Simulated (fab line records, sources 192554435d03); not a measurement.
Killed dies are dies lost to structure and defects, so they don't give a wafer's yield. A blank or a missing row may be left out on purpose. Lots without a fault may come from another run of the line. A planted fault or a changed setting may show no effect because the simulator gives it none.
fab line records | flow n5_finfet
record lots=5 wafers=15 last_day=16
route steps=1938 shown BEOL_M5@1172 BEOL_M6@1194
lots that met no fault: from a run of the same line without faults
start_h: hours from the record's first day to the start of the lot's first wafer shown | wait_h: hours since the lot's step before | " the same as in the row above | L1.1+2: a row that stands for several wafers | - no value, or no start given | * or withheld: withheld | < > ~ a bound
route shown NAME@n: a module of which the file shows steps, and the number in the route of the first | usual: mean/standard deviation of fault-free wafers | same: alike in all rows | chamber/n: place in a boat | sites: the reading at each site | _std_site: their standard deviation | _edge_site: outer sites' mean less inner sites' | radius_mm: how far each site lies from the wafer's centre | mask NAME#n: copy n | behind: the tool/chamber that last shaped the wafer | hold: why the lot was held/for how many hours/how that ended | device: the transistor (n, p or np) that didn't switch | end of line: the same wafers' tests at the end of the route | a step without rows: its recipe alone | killed: dies lost to structure and defects at the first sort, not the wafer's yield | map: a wafer's dies, x killed, . not, _ none there
set.NAME: the setting as run; set.NAME@STEP: as run at that earlier step | model.NAME: the simulator's own value behind a step, which no gauge read
lots at some steps of the route; a table a step, a row a wafer
services: from which hour (start_h, from the record's first day; less than 0 if before it) a tool's chamber was out of use, for how many hours, and why
## steps
# step N5_BEOL_M5_ALD_86
# recipe material=TaN target_thk_a=* temp_c=275 ald_precursor_family=PDMAT ald_co_reactant=NH3 pressure_torr=3 carrier_flow_sccm=1500 pulse_time_s=2 purge_time_s=3 co_reactant_purge_time_s=2 co_reactant_pulse_time_s=3 ald_cycles=30 precursor_vessel_temp_c=75 precursor_vessel_pressure_torr=26.25 precursor_vessel_carrier_sccm=1000
# usual heater_power_w=439/43 mfc_carrier_sccm=1499/4.8 precursor_vessel_carrier_sccm=1000.1/2.8
# same co_reactant_pulse_time_s=3
# columns lot.wafer tool chamber start_h wait_h heater_power_w mfc_carrier_sccm precursor_vessel_carrier_sccm
L074.1 ald_metal-04 0 164.08 0.1 502 1495 998.1
L074.2 " 1 " " 367 1504 997.7
L074.3 " 2 " " 507 1496 999.5
L083.3 ald_metal-04 2 227.91 0.0 505 1491 1000.8
L083.4 " 2 " " 520 1494 999.6
L083.6 " 1 " " 361 1499 1001.3
L087.1 ald_metal-03 3 256.14 0.0 490 1506 1001.0
L087.2 " 0 " " 392 1505 997.7
L087.5 " 2 " " 474 1493 1004.1
L090.1 ald_metal-02 1 273.52 0.1 443 1501 999.1
L090.2 " 2 " " 454 1497 1000.2
L090.4 " 3 " " 425 1503 1003.0
L091.2 ald_metal-03 2 276.40 0.0 474 1501 1000.0
L091.3 " 3 " " 480 1490 997.6
L091.6 " 0 " " 388 1503 1000.3
# step N5_BEOL_M5_SURFACE_TREAT_87
# recipe gas=Ar time_s=* ion_energy_ev=* ion_current_ma_cm2=0.5 pressure_mtorr=* ar_flow_sccm=30
# usual pressure_mtorr=* throttle_valve_pct=*
# columns lot.wafer tool chamber start_h wait_h pressure_mtorr throttle_valve_pct
L074.1 pvd_sputter-01 - 164.31 0.1 * *
L074.2 " - " " * *
L074.3 " - " " * *
L083.3 pvd_sputter-02 - 228.14 0.1 * *
L083.4 " - " " * *
L083.6 " - " " * *
L087.1 pvd_sputter-01 - 256.64 0.4 * *
L087.2 " - " " * *
L087.5 " - " " * *
L090.1 pvd_sputter-03 - 273.76 0.1 * *
L090.2 " - " " * *
L090.4 " - " " * *
L091.2 pvd_sputter-02 - 276.70 0.2 * *
L091.3 " - " " * *
L091.6 " - " " * *
# step N5_BEOL_M5_CVD_47
# recipe material=Co target_thk_a=30 temp_c=withheld precursor=CCTBA/H2 pressure_torr=30 time_s=216
# columns lot.wafer tool chamber start_h wait_h
L074.1+2+3 cvd_co-01 2,1,0 164.39 0.1
L083.3+4+6 cvd_co-02 1,2,0 228.20 0.0
L087.1+2+5 cvd_co-02 0,2,2 256.71 0.1
L090.1+2+4 cvd_co-02 1,0,1 273.85 0.1
L091.2+3+6 cvd_co-01 0,1,0 276.78 0.1
# step N5_BEOL_M5_SPUTTER_48
# recipe material=Cu target_thk_a=150 temp_c=-20 chamber_pressure_pa=0.07 power_w=withheld time_s=27.62
# usual throttle_valve_pct=29.6/1.1
# columns lot.wafer tool chamber start_h wait_h throttle_valve_pct
L074.1 pvd_sputter-01 - 164.54 0.1 30.3
L074.2 " - " " 29.5
L074.3 " - " " 28.4
L083.3 pvd_sputter-02 - 228.37 0.1 28.8
L083.4 " - " " 29.3
L083.6 " - " " 28.7
L087.1 pvd_sputter-01 - 256.94 0.2 29.4
L087.2 " - " " 30.5
L087.5 " - " " 28.2
L090.1 pvd_sputter-01 - 274.01 0.1 27.6
L090.2 " - " " 30.2
L090.4 " - " " 27.9
L091.2 pvd_sputter-02 - 277.10 0.3 28.8
L091.3 " - " " 29.3
L091.6 " - " " 29.4
# step N5_BEOL_M5_ANNEAL_49
# recipe temp_c=400 time_s=1800 ambient=vacuum
# usual heater_power_w=810/76
# columns lot.wafer tool chamber start_h wait_h heater_power_w
L074.1 pvd_sputter-01 - 164.62 0.0 905
L074.2 " - " " 674
L074.3 " - " " 854
L083.3 pvd_sputter-02 - 228.45 0.0 877
L083.4 " - " " 804
L083.6 " - " " 878
L087.1 pvd_sputter-01 - 257.02 0.0 682
L087.2 " - " " 897
L087.5 " - " " 837
L090.1 pvd_sputter-01 - 274.09 0.0 882
L090.2 " - " " 895
L090.4 " - " " 855
L091.2 pvd_sputter-02 - 277.18 0.0 879
L091.3 " - " " 819
L091.6 " - " " 817
# step N5_BEOL_M5_SPUTTER_81
# recipe material=Cu target_thk_a=150 temp_c=-20 chamber_pressure_pa=0.07 power_w=withheld time_s=27.62
# usual throttle_valve_pct=29.5/1.1
# columns lot.wafer tool chamber start_h wait_h throttle_valve_pct
L074.1 pvd_sputter-01 - 165.63 0.5 30.1
L074.2 " - " " 29.2
L074.3 " - " " 28.3
L083.3 pvd_sputter-02 - 229.46 0.5 28.8
L083.4 " - " " 29.5
L083.6 " - " " 28.6
L087.1 pvd_sputter-01 - 258.03 0.5 29.3
L087.2 " - " " 30.1
L087.5 " - " " 28.0
L090.1 pvd_sputter-01 - 275.09 0.5 27.6
L090.2 " - " " 30.2
L090.4 " - " " 28.1
L091.2 pvd_sputter-02 - 278.19 0.5 28.7
L091.3 " - " " 29.3
L091.6 " - " " 29.2
# step N5_BEOL_M5_ANNEAL_82
# recipe temp_c=400 time_s=1800 ambient=vacuum
# usual heater_power_w=808/75
# columns lot.wafer tool chamber start_h wait_h heater_power_w
L074.1 pvd_sputter-01 - 165.71 0.0 912
L074.2 " - " " 700
L074.3 " - " " 853
L083.3 pvd_sputter-02 - 229.54 0.0 904
L083.4 " - " " 790
L083.6 " - " " 895
L087.1 pvd_sputter-01 - 258.11 0.0 676
L087.2 " - " " 881
L087.5 " - " " 859
L090.1 pvd_sputter-01 - 275.17 0.0 885
L090.2 " - " " 899
L090.4 " - " " 864
L091.2 pvd_sputter-02 - 278.27 0.0 889
L091.3 " - " " 804
L091.6 " - " " 795
# step N5_BEOL_M5_SPUTTER_83
# recipe material=Cu target_thk_a=150 temp_c=-20 chamber_pressure_pa=0.07 power_w=withheld time_s=27.62
# usual throttle_valve_pct=29.5/1.1
# columns lot.wafer tool chamber start_h wait_h throttle_valve_pct
L074.1 pvd_sputter-01 - 166.71 0.5 30.1
L074.2 " - " " 28.9
L074.3 " - " " 28.1
L083.3 pvd_sputter-02 - 230.55 0.5 28.7
L083.4 " - " " 29.5
L083.6 " - " " 28.7
L087.1 pvd_sputter-01 - 259.11 0.5 29.3
L087.2 " - " " 30.3
L087.5 " - " " 27.9
L090.1 pvd_sputter-01 - 276.18 0.5 27.7
L090.2 " - " " 30.4
L090.4 " - " " 28.0
L091.2 pvd_sputter-02 - 298.92 20.2 28.8
L091.3 " - " " 28.9
L091.6 " - " " 29.4
# step N5_BEOL_M5_ANNEAL_84
# recipe temp_c=400 time_s=1800 ambient=vacuum
# usual heater_power_w=812/74
# columns lot.wafer tool chamber start_h wait_h heater_power_w
L074.1 pvd_sputter-01 - 166.79 0.0 917
L074.2 " - " " 714
L074.3 " - " " 840
L083.3 pvd_sputter-02 - 230.63 0.0 889
L083.4 " - " " 823
L083.6 " - " " 880
L087.1 pvd_sputter-01 - 259.19 0.0 703
L087.2 " - " " 875
L087.5 " - " " 843
L090.1 pvd_sputter-01 - 276.26 0.0 858
L090.2 " - " " 896
L090.4 " - " " 883
L091.2 pvd_sputter-02 - 299.00 0.0 873
L091.3 " - " " 796
L091.6 " - " " 809
# step N5_BEOL_M5_SPUTTER_88
# recipe material=Cu target_thk_a=150 temp_c=-20 chamber_pressure_pa=0.07 power_w=withheld time_s=27.62
# usual throttle_valve_pct=29.5/1
# columns lot.wafer tool chamber start_h wait_h throttle_valve_pct
L074.1 pvd_sputter-01 - 167.80 0.5 30.2
L074.2 " - " " 29.5
L074.3 " - " " 28.2
L083.3 pvd_sputter-02 - 231.63 0.5 29.1
L083.4 " - " " 29.3
L083.6 " - " " 29.0
L087.1 pvd_sputter-01 - 260.20 0.5 29.5
L087.2 " - " " 30.2
L087.5 " - " " 28.3
L090.1 pvd_sputter-01 - 277.27 0.5 27.5
L090.2 " - " " 30.3
L090.4 " - " " 28.2
L091.2 pvd_sputter-02 - 300.01 0.5 28.7
L091.3 " - " " 29.2
L091.6 " - " " 29.3
# step N5_BEOL_M5_ANNEAL_89
# recipe temp_c=400 time_s=1800 ambient=vacuum
# usual heater_power_w=810/76
# columns lot.wafer tool chamber start_h wait_h heater_power_w
L074.1 pvd_sputter-01 - 167.88 0.0 904
L074.2 " - " " 716
L074.3 " - " " 865
L083.3 pvd_sputter-02 - 231.71 0.0 878
L083.4 " - " " 804
L083.6 " - " " 867
L087.1 pvd_sputter-01 - 260.28 0.0 719
L087.2 " - " " 900
L087.5 " - " " 869
L090.1 pvd_sputter-01 - 277.35 0.0 878
L090.2 " - " " 884
L090.4 " - " " 838
L091.2 pvd_sputter-02 - 300.09 0.0 890
L091.3 " - " " 813
L091.6 " - " " 824
# step N5_BEOL_M5_SPUTTER_90
# recipe material=Cu target_thk_a=45 temp_c=-20 chamber_pressure_pa=0.07 power_w=withheld time_s=8.29
# usual throttle_valve_pct=29.5/1.1
# columns lot.wafer tool chamber start_h wait_h throttle_valve_pct
L074.1 pvd_sputter-01 - 168.89 0.5 30.3
L074.2 " - " " 29.3
L074.3 " - " " 27.8
L083.3 pvd_sputter-02 - 232.72 0.5 28.6
L083.4 " - " " 29.5
L083.6 " - " " 29.0
L087.1 pvd_sputter-01 - 261.29 0.5 29.5
L087.2 " - " " 30.2
L087.5 " - " " 28.2
L090.1 pvd_sputter-01 - 278.35 0.5 27.4
L090.2 " - " " 30.6
L090.4 " - " " 28.4
L091.2 pvd_sputter-02 - 301.10 0.5 28.9
L091.3 " - " " 29.6
L091.6 " - " " 29.4
# step N5_BEOL_M5_ECD_50
# recipe material=Cu target_thk_a=3000
# columns lot.wafer tool chamber start_h wait_h
L074.1+2+3 ecd_cu-02 0,1,1 169.00 0.1
L083.3+4+6 ecd_cu-01 0,1,1 232.86 0.1
L087.1+2+5 ecd_cu-02 1,0,0 261.40 0.1
L090.1+2+4 ecd_cu-01 1,0,0 278.47 0.1
L091.2+3+6 ecd_cu-01 0,1,1 301.21 0.1
# step N5_BEOL_M5_ANNEAL_51
# recipe temp_c=225 time_s=90 ambient=N2
# usual wafer_temp_C_max=225.66/0.22
# columns lot.wafer tool chamber start_h wait_h wafer_temp_C_max
L074.1 rtp_anneal-02 0 169.09 0.1 225.82
L074.2 " 0 " " 225.74
L074.3 " 0 " " 225.72
L083.3 rtp_anneal-01 0 233.01 0.1 225.57
L083.4 " 0 " " 225.91
L083.6 " 0 " " 225.38
L087.1 rtp_anneal-01 0 261.49 0.1 225.89
L087.2 " 0 " " 225.42
L087.5 " 0 " " 225.93
L090.1 rtp_anneal-01 0 278.58 0.1 225.48
L090.2 " 0 " " 225.23
L090.4 " 0 " " 225.42
L091.2 rtp_anneal-01 0 301.35 0.1 225.54
L091.3 " 0 " " 225.42
L091.6 " 0 " " 225.53
# step N5_BEOL_M5_CMP_52
# recipe stop_on=SiCOH_lowk t_overpolish_s=6.9 down_force_psi=1 platen_rpm=50 clearing_platen_down_force_psi=1.5 clearing_platen_rpm=50 post_cmp_clean=cu_alkaline target_thk_nm=62 clearing_platen_pad_velocity_m_s=0.99484 pad_velocity_m_s=0.99484
# usual barrier_field_endpoint_s=24.9/0.69 motor_current_A=6.0/0.85 overpolish_run_s=6.901/0.0081 slurry_flow_ml_min=150.0/0.44 time_to_endpoint_s=63/3.5
# columns lot.wafer tool chamber start_h wait_h barrier_field_endpoint_s motor_current_A overpolish_run_s slurry_flow_ml_min time_to_endpoint_s
L074.3 cmp-03 2 169.39 0.2 25.1 6.7 6.892 149.9 66
L074.1 " 0 " " 24.1 6.3 6.897 149.8 64
L074.2 " 1 " " 25.2 5.1 6.899 150.6 68
L083.3 cmp-04 1 233.22 0.2 24.5 6.2 6.898 150.0 64
L083.4 " 2 " " 25.4 5.9 6.898 149.3 62
L083.6 " 2 " " 25.3 6.2 6.898 149.4 65
L087.2 cmp-01 0 261.82 0.2 25.3 5.9 6.914 149.8 67
L087.1 " 1 " " 23.5 5.9 6.899 150.4 57
L087.5 " 3 " " 24.2 5.4 6.900 149.7 61
L090.1 cmp-03 1 278.91 0.3 25.3 5.3 6.904 150.4 66
L090.2 " 2 " " 24.6 6.2 6.882 150.7 64
L090.4 " 3 " " 25.7 5.4 6.883 150.0 64
L091.3 cmp-04 2 301.67 0.2 25.5 6.4 6.905 149.3 66
L091.2 " 3 " " 25.4 5.4 6.899 149.5 70
L091.6 " 1 " " 25.5 6.3 6.904 149.5 66
# step N5_BEOL_M5_THK_MEAS_53
# recipe thk_meas_gauge=xrf reads=Cu_of_BEOL_M5_ECD_50
# usual M5_THK=60.4/2
# columns lot.wafer tool chamber start_h wait_h M5_THK[nm]
L074.1 film_metro-02 - 169.68 - 56.9
L074.2 " - " " 61.2
L074.3 " - " " 61.2
L083.3 film_metro-01 - 233.52 - 60.1
L083.4 " - " " 58.4
L083.6 " - " " 57.7
L087.1 film_metro-01 - 262.08 - 60.1
L087.2 " - " " 64.3
L087.5 " - " " 59.9
L090.1 film_metro-02 - 279.17 - 60.4
L090.2 " - " " 61.3
L090.4 " - " " 58.8
L091.2 film_metro-02 - 301.89 - 60.5
L091.3 " - " " 62.3
L091.6 " - " " 63.6
# step N5_BEOL_M5_PRE_CLEAN_77
# recipe gas=NH3/H2 time_s=15 temp_c=* rf_power_w=300
# usual heater_power_w=87/18
# columns lot.wafer tool chamber start_h wait_h heater_power_w
L074.1 cvd_co-02 1 169.72 0.0 51
L074.2 " 0 " " 91
L074.3 " 2 " " 82
L083.3 cvd_co-02 1 233.55 0.0 52
L083.4 " 2 " " 82
L083.6 " 0 " " 89
L087.1 cvd_co-01 0 262.12 0.0 83
L087.2 " 1 " " 115
L087.5 " 1 " " 112
L090.1 cvd_co-01 0 279.21 0.0 85
L090.2 " 1 " " 114
L090.4 " 1 " " 115
L091.2 cvd_co-02 0 301.93 0.0 92
L091.3 " 2 " " 83
L091.6 " 0 " " 87
# step N5_BEOL_M5_CO_CAP_78
# recipe material=Co target_thk_a=20 temp_c=200 precursor=CCTBA/H2 pressure_torr=30 time_s=102.1
# usual heater_power_w=239/22
# columns lot.wafer tool chamber start_h wait_h heater_power_w
L074.1 cvd_co-02 1 169.76 0.0 193
L074.2 " 0 " " 239
L074.3 " 2 " " 233
L083.3 cvd_co-02 1 233.59 0.0 195
L083.4 " 2 " " 239
L083.6 " 0 " " 237
L087.1 cvd_co-01 0 262.16 0.0 239
L087.2 " 1 " " 265
L087.5 " 1 " " 273
L090.1 cvd_co-01 0 279.25 0.0 234
L090.2 " 1 " " 272
L090.4 " 1 " " 276
L091.2 cvd_co-02 0 301.97 0.0 234
L091.3 " 2 " " 235
L091.6 " 0 " " 238
# step N5_BEOL_M5_PRE_CLEAN_55
# recipe gas=NH3 time_s=15 temp_c=withheld rf_power_w=300
# columns lot.wafer tool chamber start_h wait_h
L074.1+2+3 pecvd-03 1,0,2 169.85 0.1
L083.3+4+6 pecvd-02 0,2,0 233.68 0.1
L087.1+2+5 pecvd-02 2,1,2 262.25 0.1
L090.1+2+4 pecvd-03 0,2,0 279.34 0.1
L091.2+3+6 pecvd-02 1,2,1 302.06 0.1
# step N5_BEOL_M5_DEP_56
# recipe material=SiCN target_thk_a=80 temp_c=withheld precursor=3MS/NH3 pressure_torr=3 rf_w=202 time_s=14
# usual showerhead_plenum_p_Torr=3.668/0.015 throttle_valve_pct=9.3/0.62
# columns lot.wafer tool chamber start_h wait_h showerhead_plenum_p_Torr throttle_valve_pct
L074.1 pecvd-03 1 169.88 0.0 3.681 8.2
L074.2 " 0 " " 3.670 10.3
L074.3 " 2 " " 3.665 9.0
L083.3 pecvd-02 0 233.71 0.0 3.660 9.2
L083.4 " 2 " " 3.648 8.8
L083.6 " 0 " " 3.664 9.0
L087.1 pecvd-02 2 262.27 0.0 3.641 9.2
L087.2 " 1 " " 3.673 9.1
L087.5 " 2 " " 3.646 9.0
L090.1 pecvd-03 0 279.36 0.0 3.659 10.0
L090.2 " 2 " " 3.660 8.6
L090.4 " 0 " " 3.664 10.0
L091.2 pecvd-02 1 302.10 0.0 3.663 9.2
L091.3 " 2 " " 3.644 9.0
L091.6 " 1 " " 3.664 9.0
# step N5_BEOL_M5_RS_MEAS_57
# recipe thk_meas_gauge=four-point-probe reads=Co_of_BEOL_M5_CO_CAP_78+Cu_of_BEOL_M5_ECD_50+Co_of_BEOL_M5_CVD_47+TaN_of_BEOL_M5_ALD_86
# usual M5_RS=0.386/0.015
# columns lot.wafer tool chamber start_h wait_h M5_RS[ohm/sq]
L074.1 film_metro-02 - 169.94 0.0 0.419
L074.2 " - " " 0.382
L074.3 " - " " 0.383
L083.3 film_metro-02 - 233.78 0.1 0.393
L083.4 " - " " 0.409
L083.6 " - " " 0.413
L087.1 film_metro-01 - 262.34 0.0 0.389
L087.2 " - " " 0.359
L087.5 " - " " 0.392
L090.1 film_metro-01 - 279.43 0.0 0.382
L090.2 " - " " 0.377
L090.4 " - " " 0.392
L091.2 film_metro-01 - 302.18 0.1 0.385
L091.3 " - " " 0.372
L091.6 " - " " 0.361
# step N5_BEOL_M5_INSPECT_58
# recipe inspect_instrument=darkfield mode=post_dep
# usual raw_defect_count=65/23
# columns lot.wafer tool chamber start_h wait_h raw_defect_count
L074.1 defect_inspect-02 - 169.97 0.0 48
L074.2 " - " " 52
L074.3 " - " " 42
L083.3 defect_inspect-02 - 233.80 0.0 46
L083.4 " - " " 36
L083.6 " - " " 70
L087.1 defect_inspect-02 - 262.37 0.0 48
L087.2 " - " " 36
L087.5 " - " " 38
L090.1 defect_inspect-02 - 279.46 0.0 81
L090.2 " - " " 72
L090.4 " - " " 50
L091.2 defect_inspect-01 - 302.21 0.0 46
L091.3 " - " " 67
L091.6 " - " " 51
# step N5_BEOL_M6_ILD_DEP_00
# recipe material=SiCOH_lowk target_thk_a=1797.5 temp_c=300 precursor=DEMS/porogen pressure_torr=5 rf_w=500 time_s=33.4
# usual heater_power_w=287/51 showerhead_plenum_p_Torr=5.746/0.018 throttle_valve_pct=14.4/0.88
# columns lot.wafer tool chamber start_h wait_h heater_power_w showerhead_plenum_p_Torr throttle_valve_pct
L074.1 pecvd-01 1 170.01 0.0 242 5.740 14.1
L074.2 " 2 " " 280 5.757 14.4
L074.3 " 0 " " 278 5.789 15.5
L083.3 pecvd-01 1 233.84 0.0 266 5.738 13.9
L083.4 " 1 " " 280 5.724 13.7
L083.6 " 0 " " 253 5.791 15.5
L087.1 pecvd-03 0 262.40 0.0 287 5.722 15.5
L087.2 " 1 " " 182 5.761 12.8
L087.5 " 0 " " 282 5.732 15.5
L090.1 pecvd-04 2 279.49 0.0 293 5.739 14.3
L090.2 " 1 " " 398 5.728 14.4
L090.4 " 1 " " 405 5.734 14.2
L091.2 pecvd-01 2 302.24 0.0 275 5.754 14.5
L091.3 " 0 " " 287 5.787 15.8
L091.6 " 1 " " 271 5.741 14.0
# step N5_BEOL_M6_CURE_74
# recipe temp_c=385 time_s=240 ambient=He/Ar material=SiCOH_lowk
# usual lamp_power_pct=52.31/0.053 wafer_temp_C_max=386.7/0.6
# columns lot.wafer tool chamber start_h wait_h lamp_power_pct wafer_temp_C_max
L074.1 uv_cure-03 1 170.07 0.0 52.21 387.4
L074.2 " 1 " " 52.26 387.3
L074.3 " 1 " " 52.33 387.4
L083.3 uv_cure-03 1 234.22 0.4 52.23 387.7
L083.4 " 1 " " 52.38 387.6
L083.6 " 1 " " 52.35 386.9
L087.1 uv_cure-03 2 262.47 0.0 52.27 387.0
L087.2 " 2 " " 52.30 386.8
L087.5 " 2 " " 52.30 388.2
L090.1 uv_cure-03 1 279.58 0.1 52.30 387.1
L090.2 " 1 " " 52.31 387.5
L090.4 " 1 " " 52.40 387.2
L091.2 uv_cure-01 0 302.39 0.1 52.31 386.2
L091.3 " 0 " " 52.35 386.9
L091.6 " 0 " " 52.27 386.9
# step N5_BEOL_M6_THK_MEAS_01
# recipe reads=SiCOH_lowk_of_BEOL_M6_ILD_DEP_00
# usual M6_ILD_THK=154.7/2.1
# columns lot.wafer tool chamber start_h wait_h M6_ILD_THK[nm]
L074.1 film_metro-01 - 170.58 0.4 153.1
L074.2 " - " " 150.6
L074.3 " - " " 150.8
L083.3 film_metro-01 - 234.90 0.5 154.4
L083.4 " - " " 157.2
L083.6 " - " " 155.8
L087.1 film_metro-02 - 262.98 0.4 152.3
L087.2 " - " " 153.3
L087.5 " - " " 154.8
L090.1 film_metro-02 - 280.11 0.4 154.8
L090.2 " - " " 156.2
L090.4 " - " " 158.6
L091.2 film_metro-02 - 302.82 0.4 152.3
L091.3 " - " " 152.0
L091.6 " - " " 155.6
# step N5_BEOL_M6_PECVD_70
# recipe material=SiO2 target_thk_a=200 temp_c=400 precursor=TEOS/O2 pressure_torr=5.5 rf_w=450 teos_flow_sccm=53.8 gas=O2 flow_sccm=3000 time_s=22.7
# usual heater_power_w=684/110 showerhead_plenum_p_Torr=8.80/0.059 throttle_valve_pct=23.0/1.5
# columns lot.wafer tool chamber start_h wait_h heater_power_w showerhead_plenum_p_Torr throttle_valve_pct
L074.1 pecvd-03 1 170.62 0.0 570 8.82 20.8
L074.2 " 2 " " 845 8.77 21.6
L074.3 " 0 " " 577 8.76 25.2
L083.3 pecvd-01 0 234.93 0.0 617 8.95 25.3
L083.4 " 1 " " 707 8.80 22.6
L083.6 " 2 " " 552 8.84 23.7
L087.1 pecvd-04 1 263.02 0.0 892 8.70 22.9
L087.2 " 2 " " 641 8.77 22.6
L087.5 " 2 " " 657 8.78 22.9
L090.1 pecvd-03 2 280.14 0.0 788 8.75 21.8
L090.2 " 0 " " 627 8.76 25.4
L090.4 " 1 " " 576 8.84 21.1
L091.2 pecvd-01 0 302.86 0.0 586 8.96 26.3
L091.3 " 1 " " 706 8.78 22.8
L091.6 " 1 " " 717 8.76 22.7
# step N5_BEOL_M6_HM_DEP_02
# recipe material=TiN target_thk_a=200 temp_c=25 chamber_pressure_pa=0.49996
# usual throttle_valve_pct=29.4/1.3
# columns lot.wafer tool chamber start_h wait_h throttle_valve_pct
L074.1 pvd_sputter-03 - 171.34 0.7 29.1
L074.2 " - " " 31.7
L074.3 " - " " 30.9
L083.3 pvd_sputter-01 - 236.36 1.4 27.5
L083.4 " - " " 28.0
L083.6 " - " " 29.3
L087.1 pvd_sputter-01 - 264.59 1.6 30.3
L087.2 " - " " 28.0
L087.5 " - " " 28.2
L090.1 pvd_sputter-01 - 280.27 0.1 28.3
L090.2 " - " " 27.4
L090.4 " - " " 30.3
L091.2 pvd_sputter-01 - 304.48 1.6 29.2
L091.3 " - " " 27.4
L091.6 " - " " 28.0
# step N5_BEOL_M6_COAT_59
# recipe resist=SOC temp_c=250 time_s=60 spin_rpm=1500 resist_thk_nm=100
# columns lot.wafer tool chamber start_h wait_h
L074.1+2+3 litho_track-05 0 171.46 0.1
L083.3+4+6 litho_track-04 0 236.48 0.1
L087.1+2+5 litho_track-05 0 264.72 0.1
L090.1+2+4 litho_track-04 0 280.40 0.1
L091.2+3+6 litho_track-04 0 304.61 0.1
# step N5_BEOL_M6_COAT_60
# recipe resist=SiARC temp_c=220 time_s=60 spin_rpm=1500 resist_thk_nm=35
# columns lot.wafer tool chamber start_h wait_h
L074.1+2+3 litho_track-05 0 - -
L083.3+4+6 litho_track-04 0 - -
L087.1+2+5 litho_track-05 0 - -
L090.1+2+4 litho_track-04 0 - -
L091.2+3+6 litho_track-04 0 - -
# step N5_BEOL_M6_COAT_05
# recipe resist=CAR-ArF spin_rpm=1500 resist_thk_nm=90
# columns lot.wafer tool chamber start_h wait_h
L074.1+2+3 litho_track-05 0 - -
L083.3+4+6 litho_track-04 0 - -
L087.1+2+5 litho_track-05 0 - -
L090.1+2+4 litho_track-04 0 - -
L091.2+3+6 litho_track-04 0 - -
# step N5_BEOL_M6_EBR_07
# recipe solvent=PGMEA ebr_width_mm=1.5
# columns lot.wafer tool chamber start_h wait_h
L074.1+2+3 litho_track-05 0 - -
L083.3+4+6 litho_track-04 0 - -
L087.1+2+5 litho_track-05 0 - -
L090.1+2+4 litho_track-04 0 - -
L091.2+3+6 litho_track-04 0 - -
# step N5_BEOL_M6_SOFTBAKE_06
# recipe temp_c=110 time_s=60 resist=CAR-ArF
# columns lot.wafer tool chamber start_h wait_h
L074.1+2+3 litho_track-05 0 - -
L083.3+4+6 litho_track-04 0 - -
L087.1+2+5 litho_track-05 0 - -
L090.1+2+4 litho_track-04 0 - -
L091.2+3+6 litho_track-04 0 - -
# step N5_BEOL_M6_EXPOSE_08
# recipe mask_id=M6 na=1.35 source_shape=dipole sigma_inner=0.817 sigma_outer=0.97 polarization=te dose_mj=68.25
# usual reticle_temp_C=23.00/0.11
# same sigma_outer=0.97
# columns lot.wafer tool chamber start_h wait_h mask reticle_temp_C
L074.1 arfi_scanner-01 0 171.71 - M6#0 23.05
L074.2 " 0 " " M6#0 22.76
L074.3 " 0 " " M6#0 23.02
L083.3 arfi_scanner-01 0 236.74 - M6#0 22.96
L083.4 " 0 " " M6#0 22.99
L083.6 " 0 " " M6#0 22.94
L087.1 arfi_scanner-01 0 264.84 - M6#0 23.09
L087.2 " 0 " " M6#0 23.14
L087.5 " 0 " " M6#0 23.04
L090.1 arfi_scanner-01 0 280.64 - M6#0 23.02
L090.2 " 0 " " M6#0 23.07
L090.4 " 0 " " M6#0 22.90
L091.2 arfi_scanner-02 0 304.74 - M6#0 22.84
L091.3 " 0 " " M6#0 22.97
L091.6 " 0 " " M6#0 23.02
# step N5_BEOL_M6_PEB_09
# recipe peb_temp_c=withheld peb_time_s=60 resist=CAR-ArF
# columns lot.wafer tool chamber start_h wait_h
L074.1+2+3 litho_track-05 0 171.77 0.1
L083.3+4+6 litho_track-04 0 236.79 0.0
L087.1+2+5 litho_track-01 0 264.90 0.1
L090.1+2+4 litho_track-04 0 280.71 0.1
L091.2+3+6 litho_track-01 0 304.79 0.0
# step N5_BEOL_M6_DEVELOP_10
# recipe develop_time_s=30 developer=TMAH resist=CAR-ArF rinse_liquid=diw dry=air_spin dev_temp_c=23
# columns lot.wafer tool chamber start_h wait_h
L074.1+2+3 litho_track-05 0 - -
L083.3+4+6 litho_track-04 0 - -
L087.1+2+5 litho_track-01 0 - -
L090.1+2+4 litho_track-04 0 - -
L091.2+3+6 litho_track-01 0 - -
# step N5_BEOL_M6_CD_MEAS_11
# recipe target_cd_nm=38.5 landing_energy_ev=500 detector=se_inlens polarity=opening
# usual cd_nm=38.8/0.47
# columns lot.wafer tool chamber start_h wait_h cd_nm
L074.1 cd_sem-03 0 171.84 - 38.7
L074.2 " 0 " " 38.5
L074.3 " 0 " " 39.2
L083.3 cd_sem-01 0 236.86 - 38.8
L083.4 " 0 " " 38.9
L083.6 " 0 " " 38.9
L087.1 cd_sem-01 0 264.96 - 39.1
L087.2 " 0 " " 39.0
L087.5 " 0 " " 38.6
L090.1 cd_sem-01 0 280.77 - 38.0
L090.2 " 0 " " 38.9
L090.4 " 0 " " 38.8
L091.2 cd_sem-03 0 304.86 - 38.8
L091.3 " 0 " " 39.7
L091.6 " 0 " " 38.8
# step N5_BEOL_M6_OVL_MEAS_12
# recipe points_per_wafer=44
# usual M6_OVL=0.1/0.79
# columns lot.wafer tool chamber start_h wait_h M6_OVL[nm]
L074.1 overlay-01 0 171.87 0.0 -0.4
L074.2 " 0 " " 0.1
L074.3 " 0 " " 0.1
L083.3 overlay-02 0 236.89 0.0 0.0
L083.4 " 0 " " 0.3
L083.6 " 0 " " -0.5
L087.1 overlay-02 0 264.99 0.0 0.2
L087.2 " 0 " " 1.1
L087.5 " 0 " " -0.4
L090.1 overlay-01 0 280.80 0.0 1.0
L090.2 " 0 " " -0.1
L090.4 " 0 " " -0.4
L091.2 overlay-02 0 304.89 0.0 -0.2
L091.3 " 0 " " 0.5
L091.6 " 0 " " 0.2
## services
# columns tool chamber start_h hours kind
ecd_cu-01 - 145.75 1.1 repair
arfi_scanner-01 - 150.29 1.8 repair
ald_metal-04 - 151.26 1.4 repair
ald_metal-04 - 155.08 0.4 repair
arfi_scanner-01 - 156.67 1.3 pm
ald_metal-04 0 161.23 1.7 repair
cmp-04 - 164.11 1.0 repair
cmp-03 - 178.06 4.0 pm
cmp-04 - 182.35 0.4 repair
ald_metal-04 - 186.50 2.2 repair
cmp-04 - 189.92 0.3 repair
ald_metal-03 2 200.74 20.5 repair
cmp-04 - 203.12 2.8 repair
pecvd-01 2 217.11 6.5 repair
pecvd-03 0 218.77 14.6 repair
pecvd-03 - 232.87 3.7 repair
pecvd-01 - 252.22 2.3 repair
arfi_scanner-01 - 261.26 1.0 pm
pecvd-02 - 278.99 1.1 repair
arfi_scanner-01 - 282.17 1.3 pm
ecd_cu-01 - 285.38 0.4 repair
ecd_cu-01 - 286.87 0.9 repair
arfi_scanner-01 - 288.98 0.8 pm
ecd_cu-01 - 294.30 0.4 repair
## key
fault none
